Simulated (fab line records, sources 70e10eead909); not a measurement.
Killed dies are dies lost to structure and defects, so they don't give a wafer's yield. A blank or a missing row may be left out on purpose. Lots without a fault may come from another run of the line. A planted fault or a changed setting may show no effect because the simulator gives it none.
fab line records | flow nand_harc
record lots=6 wafers=18 last_day=23
route steps=1159 shown P_CONTACT@218
lots that met no fault: from a run of the same line without faults
start_h: hours from the record's first day to the start of the lot's first wafer shown | wait_h: hours since the lot's step before | " the same as in the row above | L1.1+2: a row that stands for several wafers | - no value, or no start given | * or withheld: withheld | < > ~ a bound
route shown NAME@n: a module of which the file shows steps, and the number in the route of the first | usual: mean/standard deviation of fault-free wafers | same: alike in all rows | chamber/n: place in a boat | sites: the reading at each site | _std_site: their standard deviation | _edge_site: outer sites' mean less inner sites' | radius_mm: how far each site lies from the wafer's centre | mask NAME#n: copy n | behind: the tool/chamber that last shaped the wafer | hold: why the lot was held/for how many hours/how that ended | device: the transistor (n, p or np) that didn't switch | end of line: the same wafers' tests at the end of the route | a step without rows: its recipe alone | killed: dies lost to structure and defects at the first sort, not the wafer's yield | map: a wafer's dies, x killed, . not, _ none there
set.NAME: the setting as run; set.NAME@STEP: as run at that earlier step | model.NAME: the simulator's own value behind a step, which no gauge read
lots at some steps of the route; a table a step, a row a wafer
services: from which hour (start_h, from the record's first day; less than 0 if before it) a tool's chamber was out of use, for how many hours, and why
## steps
# step NHARC_P_CONTACT_DEP_00
# recipe target_thk_a=5000 temp_c=400 pressure_torr=6.5 rf_w=900 teos_flow_sccm=161.4 flow_sccm=2650 target_thk_nm=500 gas=O2 material=SiO2
# usual heater_power_w=537/94 throttle_valve_pct=15.9/0.62
# columns lot.wafer tool chamber start_h wait_h heater_power_w throttle_valve_pct
L469.2 pecvd-02 2 - - 588 15.7
L469.4 " 2 " " 602 15.6
L469.5 " 2 " " 639 15.6
L473.2 pecvd-03 0 - - 541 15.5
L473.3 " 1 " " 498 14.8
L473.1 " 2 " " 550 15.6
L480.3 pecvd-04 2 - - 470 16.8
L480.2 " 0 " " 418 16.8
L480.4 " 1 " " 712 16.2
L483.2 pecvd-02 1 - - 657 15.6
L483.1 " 2 " " 585 15.0
L483.6 " 2 " " 593 15.2
L487.1 pecvd-03 1 - - 440 15.1
L487.2 " 2 " " 541 15.3
L487.5 " 1 " " 446 14.8
L488.2 pecvd-02 1 - - 724 15.8
L488.4 " 0 " " 463 15.8
L488.5 " 1 " " 746 15.7
# step NHARC_P_CONTACT_CMP_01
# recipe target_thk_nm=200 material=SiO2
# usual motor_current_A=11.9/1.1
# columns lot.wafer tool chamber start_h wait_h motor_current_A
L469.4 cmp-04 0 117.95 - 13.1
L469.2 " 3 " " 10.9
L469.5 " 0 " " 13.6
L473.3 cmp-01 2 137.76 - 10.3
L473.1 " 0 " " 12.2
L473.2 " 1 " " 12.1
L480.3 cmp-04 1 187.30 - 12.3
L480.4 " 2 " " 13.3
L480.2 " 3 " " 11.7
L483.2 cmp-04 2 196.40 - 13.8
L483.1 " 1 " " 11.1
L483.6 " 3 " " 11.1
L487.2 cmp-01 0 223.01 - 12.1
L487.1 " 1 " " 11.1
L487.5 " 0 " " 12.7
L488.2 cmp-04 1 224.72 - 11.6
L488.4 " 2 " " 13.8
L488.5 " 0 " " 12.7
# step NHARC_P_CONTACT_SRD_03
# step NHARC_P_CONTACT_DEHYDRATE_04
# recipe temp_c=150 time_s=120
# step NHARC_P_CONTACT_HMDS_05
# recipe time_s=30
# step NHARC_P_CONTACT_COAT_33
# recipe temp_c=260 time_s=75
# step NHARC_P_CONTACT_COAT_34
# recipe temp_c=225 time_s=65
# step NHARC_P_CONTACT_COAT_06
# recipe spin_rpm=1500 resist_thk_nm=90
# step NHARC_P_CONTACT_SOFTBAKE_07
# recipe temp_c=105 time_s=55
# step NHARC_P_CONTACT_EBR_08
# step NHARC_P_CONTACT_EXPOSE_09
# recipe na=1.35 target_cd_nm=90 dose_mj=81.26 mask_id=P_CA
# step NHARC_P_CONTACT_PEB_10
# recipe peb_temp_c=100 peb_time_s=65
# usual chill_plate_temp_C=22.99/0.11
# columns lot.wafer tool chamber start_h wait_h chill_plate_temp_C
L469.2 litho_track-01 0 118.58 0.1 23.21
L469.4 " 0 " " 23.07
L469.5 " 0 " " 23.09
L473.1 litho_track-04 0 138.52 0.1 22.84
L473.2 " 0 " " 22.84
L473.3 " 0 " " 22.82
L480.2 litho_track-01 0 188.05 0.1 22.96
L480.3 " 0 " " 23.02
L480.4 " 0 " " 23.07
L483.1 litho_track-01 0 197.14 0.1 23.26
L483.2 " 0 " " 23.02
L483.6 " 0 " " 23.04
L487.1 litho_track-04 0 223.74 0.1 22.92
L487.2 " 0 " " 23.09
L487.5 " 0 " " 22.84
L488.2 litho_track-06 0 225.42 0.1 23.09
L488.4 " 0 " " 22.93
L488.5 " 0 " " 22.90
# step NHARC_P_CONTACT_DEVELOP_11
# recipe develop_time_s=35 dev_temp_c=23
# step NHARC_P_CONTACT_CD_MEAS_12
# recipe target_cd_nm=90 landing_energy_ev=500
# usual cd_nm=90.0/0.93
# columns lot.wafer tool chamber start_h wait_h cd_nm
L469.2 cd_sem-02 0 118.66 - 89.5
L469.4 " 0 " " 90.0
L469.5 " 0 " " 90.6
L473.1 cd_sem-03 0 138.60 - 89.8
L473.2 " 0 " " 88.5
L473.3 " 0 " " 90.5
L480.2 cd_sem-02 0 188.13 - 111.6
L480.3 " 0 " " 90.3
L480.4 " 0 " " 89.9
L483.1 cd_sem-03 0 197.22 - 111.7
L483.2 " 0 " " 111.2
L483.6 " 0 " " 89.9
L487.1 cd_sem-01 0 223.82 - 89.1
L487.2 " 0 " " 89.8
L487.5 " 0 " " 89.8
L488.2 cd_sem-01 0 225.50 - 92.5
L488.4 " 0 " " 91.9
L488.5 " 0 " " 90.6
# step NHARC_P_CONTACT_OVL_MEAS_13
# usual overlay_x_nm=0.4/0.9 overlay_y_nm=0.1/0.71
# columns lot.wafer tool chamber start_h wait_h overlay_x_nm overlay_y_nm
L469.2 overlay-01 - 118.75 - 1.0 0.5
L469.4 " - " " 0.2 0.4
L469.5 " - " " 1.1 0.5
L473.1 overlay-01 - 138.69 - -0.1 0.5
L473.2 " - " " -0.4 1.1
L473.3 " - " " -0.3 1.1
L480.2 overlay-02 - 188.22 - -2.2 -0.1
L480.3 " - " " -1.7 0.0
L480.4 " - " " -2.4 -0.1
L483.1 overlay-02 - 197.31 - -0.1 -0.9
L483.2 " - " " -0.1 -0.3
L483.6 " - " " -0.5 -0.2
L487.1 overlay-02 - 223.92 - 0.6 -1.8
L487.2 " - " " 0.3 -1.9
L487.5 " - " " 0.2 -1.8
L488.2 overlay-02 - 225.59 - 0.0 -0.3
L488.4 " - " " 0.5 0.0
L488.5 " - " " 0.8 -0.6
# step NHARC_P_CONTACT_INSPECT_14
# usual raw_defect_count=4.1/2.6
# columns lot.wafer tool chamber start_h wait_h raw_defect_count
L469.2 defect_inspect-01 - 118.78 0.0 3
L469.4 " - " " 2
L469.5 " - " " 1
L473.1 defect_inspect-01 - 138.72 0.0 6
L473.2 " - " " 7
L473.3 " - " " 7
L480.2 defect_inspect-02 - 188.25 0.0 5
L480.3 " - " " 8
L480.4 " - " " 4
L483.1 defect_inspect-01 - 197.35 0.0 3
L483.2 " - " " 2
L483.6 " - " " 1
L487.1 defect_inspect-01 - 223.96 0.0 6
L487.2 " - " " 6
L487.5 " - " " 3
L488.2 defect_inspect-02 - 225.63 0.0 4
L488.4 " - " " 3
L488.5 " - " " 4
# step NHARC_P_CONTACT_DESCUM_17
# recipe time_s=3 o2_flow_sccm=200 ar_flow_sccm=0 bias_power_w=0 chemistry=O2
# usual drypump_motor_current_A=5.8/0.42 oes_product_au=1.002/0.011 rf_vpp_V=57.9/0.79 showerhead_plenum_p_Torr=1.90/0.087 throttle_valve_pct=11.311/0.0088
# columns lot.wafer tool chamber start_h wait_h drypump_motor_current_A oes_product_au rf_hours_counter_h rf_vpp_V showerhead_plenum_p_Torr throttle_valve_pct model.P_CONTACT.cd_nm
L469.2 rie_diel-03 3 118.84 0.1 5.6 0.994 6 57.8 1.89 11.317 89.5
L469.4 " 2 " " 5.6 0.977 6 58.5 1.97 11.316 89.73
L469.5 " 3 " " 5.6 0.988 - 57.3 1.89 11.325 90.89
L473.3 rie_diel-13 2 138.78 0.1 6.4 0.997 3 57.7 1.80 11.325 90.94
L473.1 " 3 " " 5.9 1.012 2 57.1 1.87 11.320 89.31
L473.2 " 1 " " 6.2 1.008 3 57.5 2.06 11.323 88.47
L480.3 rie_diel-03 3 188.32 0.1 5.6 1.000 15 58.3 1.89 11.318 90.82
L480.4 " 0 " " 5.9 1.016 13 57.7 1.99 11.308 90.01
L480.2 " 1 " " 4.9 1.003 13 57.4 1.90 11.311 112.3
L483.1 rie_diel-13 0 197.41 0.1 6.0 1.006 9 57.9 1.78 11.314 112.9
L483.2 " 1 " " 6.3 0.987 9 57.6 2.05 11.309 110.9
L483.6 " 0 " " 6.0 1.012 - 56.9 1.78 11.319 90.37
L487.1 rie_diel-13 1 224.04 0.1 6.2 0.990 12 57.9 2.05 11.309 88.78
L487.2 " 2 " " 6.5 1.009 11 57.4 1.80 11.304 89.72
L487.5 " 3 " " 5.9 1.006 - 56.6 1.87 11.326 89.24
L488.4 rie_diel-02 3 225.69 0.1 4.9 0.995 19 58.7 1.96 11.316 91.13
L488.2 " 2 " " 5.6 0.995 23 58.3 1.83 11.307 91.87
L488.5 " 3 " " 4.9 0.991 - 57.8 1.96 11.314 89.45
# step NHARC_P_CONTACT_ETCH_35
# recipe target_depth_a=390 over_etch_frac=0.3 time_s=65 ion_energy_ev=80 cf4_flow_sccm=150 ar_flow_sccm=0 rf_w=300 bias_w=100 chemistry=CF4
# usual cf4_flow_sccm=150.0/0.48 drypump_motor_current_A=5.8/0.43 oes_product_au=1.003/0.011 rf_vpp_V=151.3/1.2 showerhead_plenum_p_Torr=1.76/0.078 throttle_valve_pct=13.285/0.0094
# columns lot.wafer tool chamber start_h wait_h cf4_flow_sccm drypump_motor_current_A oes_product_au rf_hours_counter_h rf_vpp_V showerhead_plenum_p_Torr throttle_valve_pct
L469.4 rie_diel-03 0 118.93 0.1 149.1 5.9 1.018 7 151.3 1.83 13.282
L469.2 " 1 " " 149.7 5.0 0.999 6 152.6 1.76 13.277
L469.5 " 1 " " 150.0 5.0 0.998 - 152.7 1.76 13.305
L473.3 rie_diel-13 2 138.87 0.1 150.4 6.5 1.005 3 150.8 1.67 13.289
L473.1 " 3 " " 149.0 5.9 1.014 2 151.7 1.73 13.292
L473.2 " 0 " " 150.3 6.0 0.998 3 149.7 1.65 13.305
L480.2 rie_diel-03 3 188.40 0.1 150.0 5.6 1.000 15 150.3 1.75 13.277
L480.3 " 0 " " 150.4 5.8 1.011 13 152.1 1.83 13.279
L480.4 " 1 " " 149.2 5.0 0.997 13 150.6 1.76 13.291
L483.1 rie_diel-13 0 197.49 0.1 150.7 6.0 1.001 9 149.2 1.65 13.277
L483.2 " 3 " " 150.5 5.8 0.998 8 151.4 1.73 13.291
L483.6 " 0 " " 150.5 6.0 0.997 - 149.8 1.65 13.281
L487.1 rie_diel-13 2 224.11 0.1 149.9 6.4 1.012 11 151.2 1.67 13.294
L487.2 " 0 " " 150.5 6.0 1.010 12 149.8 1.65 13.306
L487.5 " 2 " " 149.4 6.5 1.013 - 148.8 1.67 13.283
L488.4 rie_diel-02 2 225.77 0.1 150.0 5.7 1.008 23 150.8 1.69 13.268
L488.2 " 0 " " 149.4 6.3 1.008 26 150.5 1.74 13.294
L488.5 " 2 " " 149.9 5.7 0.992 - 150.6 1.70 13.295
# step NHARC_P_CONTACT_ETCH_36
# recipe target_depth_a=2600 over_etch_frac=0.25 time_s=406.25 ion_energy_ev=200 n2_flow_sccm=150 h2_flow_sccm=150 ar_flow_sccm=0 rf_w=400 bias_w=150 chemistry=N2/H2
# usual drypump_motor_current_A=5.8/0.42 oes_product_au=1.001/0.012 rf_vpp_V=430.2/2.8 showerhead_plenum_p_Torr=2.03/0.099 throttle_valve_pct=14.171/0.01
# columns lot.wafer tool chamber start_h wait_h drypump_motor_current_A oes_product_au rf_hours_counter_h rf_vpp_V showerhead_plenum_p_Torr throttle_valve_pct
L469.4 rie_diel-03 2 - - 5.6 0.983 6 432.9 2.10 14.158
L469.2 " 1 " " 5.0 0.997 6 429.2 2.03 14.167
L469.5 " 3 " " 5.6 0.989 - 431.9 2.02 14.192
L473.1 rie_diel-13 3 - - 5.9 1.013 2 428.2 2.00 14.162
L473.2 " 0 " " 6.0 1.001 3 426.7 1.89 14.178
L473.3 " 2 " " 6.5 0.991 3 427.2 1.91 14.162
L480.2 rie_diel-03 2 - - 5.6 0.967 14 433.0 2.10 14.178
L480.4 " 3 " " 5.6 0.999 15 430.4 2.01 14.187
L480.3 " 0 " " 5.9 1.008 14 433.4 2.12 14.167
L483.1 rie_diel-13 1 - - 6.2 0.998 9 435.3 2.19 14.192
L483.2 " 0 " " 6.1 0.991 9 426.4 1.89 14.171
L483.6 " 1 " " 6.2 0.986 - 433.4 2.19 14.166
L487.2 rie_diel-13 0 - - 6.0 0.996 12 425.6 1.89 14.167
L487.1 " 3 " " 5.8 0.996 11 429.4 1.99 14.168
L487.5 " 1 " " 6.3 0.997 - 434.0 2.19 14.163
L488.2 rie_diel-02 2 - - 5.6 1.002 23 427.6 1.95 14.172
L488.4 " 3 " " 4.9 1.003 19 431.8 2.09 14.156
L488.5 " 1 " " 5.7 1.001 - 431.9 2.08 14.187
# step NHARC_P_CONTACT_ETCH_18
# recipe target_depth_a=4810 time_s=240.5 c4f8_flow_sccm=20 o2_flow_sccm=10 ar_flow_sccm=withheld rf_w=600 bias_w=1500 chemistry=C4F8/O2/Ar
# usual oes_product_au=0.965/0.017 rf_vpp_V=978/6.1
# columns lot.wafer tool chamber start_h wait_h oes_product_au rf_hours_counter_h rf_vpp_V
L469.2 rie_diel-03 2 - - 0.962 6 983
L469.4 " 0 " " 0.964 7 982
L469.5 " 3 " " 0.950 - 977
L473.3 rie_diel-13 3 - - 0.971 3 975
L473.2 " 1 " " 0.963 3 987
L473.1 " 2 " " 0.970 3 971
L480.2 rie_diel-03 0 - - 0.977 14 983
L480.3 " 1 " " 0.981 13 977
L480.4 " 2 " " 0.937 15 983
L483.1 rie_diel-13 2 - - 0.992 9 971
L483.2 " 0 " " 0.974 9 968
L483.6 " 2 " " 0.989 - 971
L487.1 rie_diel-13 3 - - 0.968 11 976
L487.2 " 1 " " 0.963 13 987
L487.5 " 2 " " 0.990 - 971
L488.2 rie_diel-02 3 - - 0.954 19 983
L488.4 " 1 " " 0.972 26 979
L488.5 " 3 " " 0.957 - 981
# step NHARC_P_CONTACT_STRIP_37
# recipe c4f8_flow_sccm=withheld o2_flow_sccm=8 ar_flow_sccm=withheld bias_w=0 chemistry=C4F8/O2/Ar
# step NHARC_P_CONTACT_ETCH_31
# recipe target_depth_a=300 time_s=85.7 ion_energy_ev=120 over_etch_frac=1 ch3f_flow_sccm=50 o2_flow_sccm=30 ar_flow_sccm=200 rf_w=500 bias_w=100 chemistry=CH3F/O2
# usual drypump_motor_current_A=5.9/0.43 oes_product_au=0.985/0.014 rf_vpp_V=244.2/1.6 showerhead_plenum_p_Torr=2.44/0.11 throttle_valve_pct=20.663/0.0082
# columns lot.wafer tool chamber start_h wait_h drypump_motor_current_A oes_product_au rf_hours_counter_h rf_vpp_V showerhead_plenum_p_Torr throttle_valve_pct model.P_CONTACT.cd_nm
L469.2 rie_diel-03 3 - - 5.6 0.981 7 243.6 2.43 20.677 89.72
L469.4 " 0 " " 5.9 0.996 7 245.1 2.55 20.677 88.43
L469.5 " 1 " " 4.9 0.994 - 244.4 2.44 20.657 87.63
L473.3 rie_diel-13 2 - - 6.4 0.973 3 242.2 2.32 20.672 91.37
L473.1 " 3 " " 5.9 0.985 3 243.8 2.41 20.654 90.16
L473.2 " 1 " " 6.3 0.991 3 247.6 2.64 20.677 86.55
L480.3 rie_diel-03 3 - - 5.6 0.982 15 243.1 2.43 20.667 88.39
L480.2 " 1 " " 4.9 0.983 13 244.4 2.44 20.660 109.6
L480.4 " 2 " " 5.6 0.954 15 245.7 2.53 20.671 87.24
L483.1 rie_diel-13 2 - - 6.5 0.994 9 241.0 2.32 20.666 114.2
L483.2 " 3 " " 5.9 0.988 8 244.0 2.41 20.667 110.6
L483.6 " 2 " " 6.5 0.996 - 242.5 2.31 20.660 91.65
L487.2 rie_diel-13 0 - - 6.0 0.983 12 242.5 2.29 20.654 88.89
L487.1 " 1 " " 6.2 0.971 13 247.0 2.63 20.641 88.11
L487.5 " 3 " " 5.9 0.980 - 244.5 2.41 20.650 90.96
L488.4 rie_diel-02 2 - - 5.7 0.995 24 243.0 2.35 20.649 90.49
L488.2 " 3 " " 4.9 0.990 21 244.9 2.52 20.670 90.16
L488.5 " 2 " " 5.7 0.996 - 242.3 2.35 20.646 87.69
# step NHARC_P_CONTACT_CD_MEAS_19
# usual cd_nm=89.4/1.8
# columns lot.wafer tool chamber start_h wait_h cd_nm
L469.2 cd_sem-01 - 119.72 - 89.7
L469.4 " - " " 88.4
L469.5 " - " " 87.4
L473.1 cd_sem-03 - 139.65 - 90.2
L473.2 " - " " 86.5
L473.3 " - " " 91.8
L480.2 cd_sem-02 - 189.19 - 109.3
L480.3 " - " " 88.0
L480.4 " - " " 87.1
L483.1 cd_sem-03 - 198.28 - 114.7
L483.2 " - " " 110.7
L483.6 " - " " 91.5
L487.1 cd_sem-02 - 224.89 - 88.3
L487.2 " - " " 89.1
L487.5 " - " " 91.3
L488.2 cd_sem-03 - 227.91 - 90.3
L488.4 " - " " 90.2
L488.5 " - " " 87.7
## services
# columns tool chamber start_h hours kind
rie_diel-13 1 95.91 12.8 repair
rie_diel-13 - 99.00 9.0 pm
cmp-04 - 105.00 4.0 pm
pecvd-03 - 111.64 13.0 pm
pecvd-02 1 117.31 6.2 repair
rie_diel-03 0 133.67 2.8 repair
litho_track-04 - 141.00 7.0 pm
rie_diel-02 - 150.84 9.0 pm
pecvd-02 - 153.19 13.0 pm
cmp-01 - 158.02 2.4 repair
rie_diel-03 0 160.57 5.6 repair
cmp-04 - 164.84 4.5 repair
cmp-01 - 168.16 0.5 repair
rie_diel-03 1 174.43 8.0 repair
rie_diel-13 - 174.85 0.5 repair
cmp-01 - 179.64 4.0 pm
rie_diel-02 3 182.72 15.7 repair
rie_diel-03 2 194.04 20.2 repair
rie_diel-02 2 194.55 5.0 repair
cmp-04 - 195.17 0.2 repair
cmp-04 - 203.00 4.0 pm
rie_diel-13 2 209.92 5.3 repair
rie_diel-03 - 215.44 9.0 pm
cmp-01 - 223.67 3.0 repair
## key
first_sign step=NHARC_P_CONTACT_CD_MEAS_12 reading=cd_nm direction=up sigmas=23 usual=90.0 struck=111.5
effect step=NHARC_P_CONTACT_CD_MEAS_19 reading=cd_nm direction=up sigmas=13 usual=89.4 struck=111.6
model_effect step=NHARC_P_CONTACT_DESCUM_17 value=P_CONTACT.cd_nm without=90.18 struck=112.1
model_effect step=NHARC_P_CONTACT_ETCH_31 value=P_CONTACT.cd_nm without=89.53 struck=111.4
met_at NHARC_P_CONTACT_PEB_10
struck_wafers L480.2,L483.1,L483.2
later_rows_left_out L480.2,L483.1,L483.2
sort_left_out L480.2,L483.1,L483.2
tester_left_out L480,L483
onset_between 118.58 188.05
fault kind=process_parameter_drift tool=litho_track-01 chamber=- onset_h=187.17 steps=NHARC_P_CONTACT_PEB_10 channel=peb_time_s offset=* shape=step end_h=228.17 scope=struck_wafers_only acts_in=* stated=*
# tester_left_out: of these lots the tester's yield and bins aren't shown, on N5 and GAA mostly nor the transistor test; their killed dies are dies lost to structure and defects alone, not to doping, threshold or leakage, so they don't give the yield
# sort_left_out: the simulated sort isn't trusted on such a fault, so these wafers' sort isn't shown, and their yield isn't known
# later_rows_left_out: the simulator's readings of these wafers behind a module that went badly wrong aren't trusted and aren't shown, but for the sort
